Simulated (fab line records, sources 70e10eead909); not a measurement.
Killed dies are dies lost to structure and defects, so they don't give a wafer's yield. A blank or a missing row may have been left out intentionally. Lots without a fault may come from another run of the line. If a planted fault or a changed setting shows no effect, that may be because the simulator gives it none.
Which tool was responsible? + flow nand_harc + 72 wafers from 24 lots sampled at 5 of the route's 1302 steps

== WHAT EACH GAUGE READ, for each wafer ==
NHARC_A_CONTACT_CD_MEAS_80.
| lot  | measured     | on        | cd_nm (nm)        |
|------|--------------|-----------|-------------------|
| L074 | day 21 18:44 | cd_sem-01 | 290.0 289.9 289.2 |
| L075 | day 22 06:42 | cd_sem-02 | 290.2 289.4 290.3 |
| L076 | day 22 15:53 | cd_sem-01 | 288.9 289.4 289.6 |
| L077 | day 22 21:29 | cd_sem-02 | 290.5 290.6 290.6 |
| L078 | day 22 22:51 | cd_sem-01 | 289.7 289.7 289.7 |
| L079 | day 23 22:26 | cd_sem-02 | 288.9 288.7 288.8 |
| L081 | day 24 19:47 | cd_sem-03 | 290.2 289.7 290.6 |
| L080 | day 24 21:13 | cd_sem-03 | 290.0 289.8 290.0 |
| L082 | day 25 12:07 | cd_sem-01 | 287.8 287.9 288.7 |
| L084 | day 26 04:05 | cd_sem-01 | 289.9 289.8 290.6 |
| L083 | day 26 08:59 | cd_sem-02 | 290.4 292.0 291.4 |
| L085 | day 26 10:55 | cd_sem-03 | 289.5 290.0 290.6 |
| L087 | day 26 19:52 | cd_sem-01 | 289.3 289.6 288.9 |
| L086 | day 26 22:30 | cd_sem-02 | 290.5 288.7 290.0 |
| L089 | day 27 15:01 | cd_sem-01 | 288.9 289.5 290.1 |
| L088 | day 27 18:32 | cd_sem-02 | 290.1 290.2 289.1 |
| L090 | day 28 16:05 | cd_sem-02 | 290.6 290.5 289.9 |
| L091 | day 28 17:40 | cd_sem-02 | 288.5 287.5 288.2 |
| L093 | day 29 22:25 | cd_sem-02 | 290.7 291.4 291.1 |
| L094 | day 30 02:06 | cd_sem-01 | 290.5 290.1 289.9 |
| L092 | day 30 04:23 | cd_sem-03 | 289.2 289.3 289.5 |
| L095 | day 30 17:54 | cd_sem-02 | 289.8 290.0 289.8 |
| L096 | day 30 20:52 | cd_sem-02 | 289.3 289.4 289.5 |
| L097 | day 31 09:38 | cd_sem-02 | 288.7 289.5 288.9 |

NHARC_A_CONTACT_INSPECT_23.
| lot  | measured     | on                | raw_defect_count |
|------|--------------|-------------------|------------------|
| L074 | day 22 04:38 | defect_inspect-01 | 551 442 469      |
| L075 | day 22 17:08 | defect_inspect-02 | 402 424 508      |
| L076 | day 23 02:01 | defect_inspect-01 | 644 647 686      |
| L077 | day 23 06:44 | defect_inspect-02 | 364 459 448      |
| L078 | day 23 08:26 | defect_inspect-01 | 483 743 606      |
| L079 | day 24 10:08 | defect_inspect-02 | 437 476 434      |
| L081 | day 25 05:13 | defect_inspect-02 | 626 609 549      |
| L080 | day 25 06:34 | defect_inspect-02 | 498 481 639      |
| L082 | day 25 22:01 | defect_inspect-01 | 542 621 463      |
| L084 | day 26 16:25 | defect_inspect-02 | 688 497 630      |
| L083 | day 26 23:14 | defect_inspect-02 | 333 663 493      |
| L085 | day 27 04:49 | defect_inspect-02 | 363 378 359      |
| L087 | day 27 07:04 | defect_inspect-01 | 543 499 593      |
| L086 | day 27 09:14 | defect_inspect-01 | 298 393 327      |
| L089 | day 28 02:08 | defect_inspect-02 | 471 416 467      |
| L088 | day 28 03:47 | defect_inspect-02 | 514 596 561      |
| L090 | day 29 01:43 | defect_inspect-02 | 841 716 747      |
| L091 | day 29 03:50 | defect_inspect-02 | 423 771 389      |
| L093 | day 30 09:48 | defect_inspect-02 | 571 523 713      |
| L094 | day 30 12:24 | defect_inspect-01 | 492 514 546      |
| L092 | day 30 13:47 | defect_inspect-02 | 357 509 375      |
| L095 | day 31 05:41 | defect_inspect-02 | 580 393 473      |
| L096 | day 31 07:01 | defect_inspect-01 | 522 457 428      |
| L097 | day 31 18:58 | defect_inspect-02 | 394 455 471      |

== TOOL THAT RAN EACH LOT (tool first, then ch and the chambers of the sampled wafers, then the start) ==
| lot  | NHARC_A_CONTACT_DEP_84        | NHARC_A_CONTACT_ETCH_137             | NHARC_A_CONTACT_ETCH_138             |
|------|-------------------------------|--------------------------------------|--------------------------------------|
| L074 | acl_dep-02 ch 0, day 21 20:50 | har_cap_etch-03 ch 0,1, day 22 01:01 | har_cap_etch-03 ch 0,1, day 22 01:17 |
| L075 | acl_dep-03 ch 0, day 22 08:59 | har_cap_etch-01 ch 0,1, day 22 13:26 | har_cap_etch-01 ch 0,1, day 22 13:43 |
| L076 | acl_dep-01 ch 0, day 22 17:46 | har_cap_etch-02 ch 0,1, day 22 22:19 | har_cap_etch-02 ch 0,1, day 22 22:35 |
| L077 | acl_dep-01 ch 0, day 22 22:50 | har_cap_etch-03 ch 0,1, day 23 03:00 | har_cap_etch-03 ch 0,1, day 23 03:16 |
| L078 | acl_dep-03 ch 0, day 23 00:05 | har_cap_etch-01 ch 0,1, day 23 04:24 | har_cap_etch-01 ch 0,1, day 23 04:46 |
| L079 | acl_dep-02 ch 0, day 24 01:43 | har_cap_etch-03 ch 0,1, day 24 06:23 | har_cap_etch-03 ch 0,1, day 24 06:40 |
| L081 | acl_dep-03 ch 0, day 24 21:41 | har_cap_etch-01 ch 0,1, day 25 01:26 | har_cap_etch-01 ch 0,1, day 25 01:43 |
| L080 | acl_dep-01 ch 0, day 24 22:34 | har_cap_etch-03 ch 0,1, day 25 02:44 | har_cap_etch-03 ch 0,1, day 25 03:01 |
| L082 | acl_dep-03 ch 0, day 25 13:22 | har_cap_etch-02 ch 0,1, day 25 17:58 | har_cap_etch-02 ch 0,1, day 25 18:20 |
| L084 | acl_dep-01 ch 0, day 26 08:20 | har_cap_etch-01 ch 0,1, day 26 12:38 | har_cap_etch-01 ch 0,1, day 26 12:54 |
| L083 | acl_dep-01 ch 0, day 26 14:54 | har_cap_etch-03 ch 0,1, day 26 19:29 | har_cap_etch-03 ch 0,1, day 26 19:45 |
| L085 | acl_dep-01 ch 0, day 26 16:38 | har_cap_etch-02 ch 0,1, day 27 01:02 | har_cap_etch-02 ch 0,1, day 27 01:18 |
| L087 | acl_dep-02 ch 0, day 26 22:42 | har_cap_etch-01 ch 0,1, day 27 03:20 | har_cap_etch-01 ch 0,1, day 27 03:37 |
| L086 | acl_dep-02 ch 0, day 27 00:24 | har_cap_etch-02 ch 0,1, day 27 05:21 | har_cap_etch-02 ch 0,1, day 27 05:37 |
| L089 | acl_dep-03 ch 0, day 27 17:00 | har_cap_etch-01 ch 0,1, day 27 22:00 | har_cap_etch-01 ch 0,1, day 27 22:22 |
| L088 | acl_dep-02 ch 0, day 27 20:09 | har_cap_etch-03 ch 0,1, day 28 00:08 | har_cap_etch-03 ch 0,1, day 28 00:25 |
| L090 | acl_dep-02 ch 0, day 28 17:14 | har_cap_etch-01 ch 0,1, day 28 21:58 | har_cap_etch-01 ch 0,1, day 28 22:14 |
| L091 | acl_dep-01 ch 0, day 28 19:10 | har_cap_etch-03 ch 0,1, day 28 23:47 | har_cap_etch-03 ch 0,1, day 29 00:09 |
| L093 | acl_dep-02 ch 0, day 30 01:14 | har_cap_etch-01 ch 0,1, day 30 05:49 | har_cap_etch-01 ch 0,1, day 30 06:05 |
| L094 | acl_dep-02 ch 0, day 30 04:10 | har_cap_etch-03 ch 0,1, day 30 08:29 | har_cap_etch-03 ch 0,1, day 30 08:51 |
| L092 | acl_dep-03 ch 0, day 30 05:43 | har_cap_etch-02 ch 1, day 30 09:58   | har_cap_etch-02 ch 1, day 30 10:14   |
| L095 | acl_dep-03 ch 0, day 30 21:16 | har_cap_etch-03 ch 0, day 31 01:38   | har_cap_etch-03 ch 0, day 31 02:00   |
| L096 | acl_dep-02 ch 0, day 30 22:24 | har_cap_etch-02 ch 0,1, day 31 02:56 | har_cap_etch-02 ch 0,1, day 31 03:13 |
| L097 | acl_dep-03 ch 0, day 31 11:41 | har_cap_etch-01 ch 0,1, day 31 15:16 | har_cap_etch-01 ch 0,1, day 31 15:32 |
- NHARC_A_CONTACT_DEP_84: deposits aC, target thk 2800 nm.
- NHARC_A_CONTACT_ETCH_137: etches the open film in C4F8/O2/Ar, time 311 s, target depth 1912 nm.
- NHARC_A_CONTACT_ETCH_138: etches the open film in C4F8/O2/Ar, time 311 s, target depth 1914 nm.

== WHAT THE TOOLS THEMSELVES READ (means of the sampled wafers that have a number; where no wafer has one, the mark that the record gives instead) ==
NHARC_A_CONTACT_DEP_84.
| lot  | tool       | throttle_valve_pct (%) |
|------|------------|------------------------|
| L074 | acl_dep-02 | 34.997                 |
| L075 | acl_dep-03 | 34.999                 |
| L076 | acl_dep-01 | 34.997                 |
| L077 | acl_dep-01 | 34.997                 |
| L078 | acl_dep-03 | 34.999                 |
| L079 | acl_dep-02 | 34.993                 |
| L081 | acl_dep-03 | 35.001                 |
| L080 | acl_dep-01 | 35.002                 |
| L082 | acl_dep-03 | 34.999                 |
| L084 | acl_dep-01 | 35.009                 |
| L083 | acl_dep-01 | 35.005                 |
| L085 | acl_dep-01 | 34.998                 |
| L087 | acl_dep-02 | 35.007                 |
| L086 | acl_dep-02 | 35.001                 |
| L089 | acl_dep-03 | 35.003                 |
| L088 | acl_dep-02 | 35.006                 |
| L090 | acl_dep-02 | 35.010                 |
| L091 | acl_dep-01 | 35.004                 |
| L093 | acl_dep-02 | 34.990                 |
| L094 | acl_dep-02 | 35.002                 |
| L092 | acl_dep-03 | 35.002                 |
| L095 | acl_dep-03 | 35.005                 |
| L096 | acl_dep-02 | 35.002                 |
| L097 | acl_dep-03 | 35.005                 |

== THE ANSWER, worked out from the rows above alone ==
Rule: usual is defined by the lots themselves. Put in order of their means at a reading, lots are off if they are a third of the lots or fewer, leave a main group of 4 or more, and stand apart from it by a gap of 3 or more times the standard deviation of the main group's means; of several such gaps the widest counts. The tables above print the reading to a certain number of digits; a main group whose means all agree to those digits is not used. Also off: a lot with no number at a reading for which 4 or more lots have one. All remaining lots with rows at the step are treated as sound. After the gauges, taken in route order, come the tools' own readings; for these a lot's mean is taken, as printed above. The first step at which some lot is off is used, and at that step the reading that is off furthest; a lot without a number counts as furthest.
Nothing can be told from this: no lot is off at any reading shown.

== WHAT WAS PUT IN BY THE SIMULATOR ==
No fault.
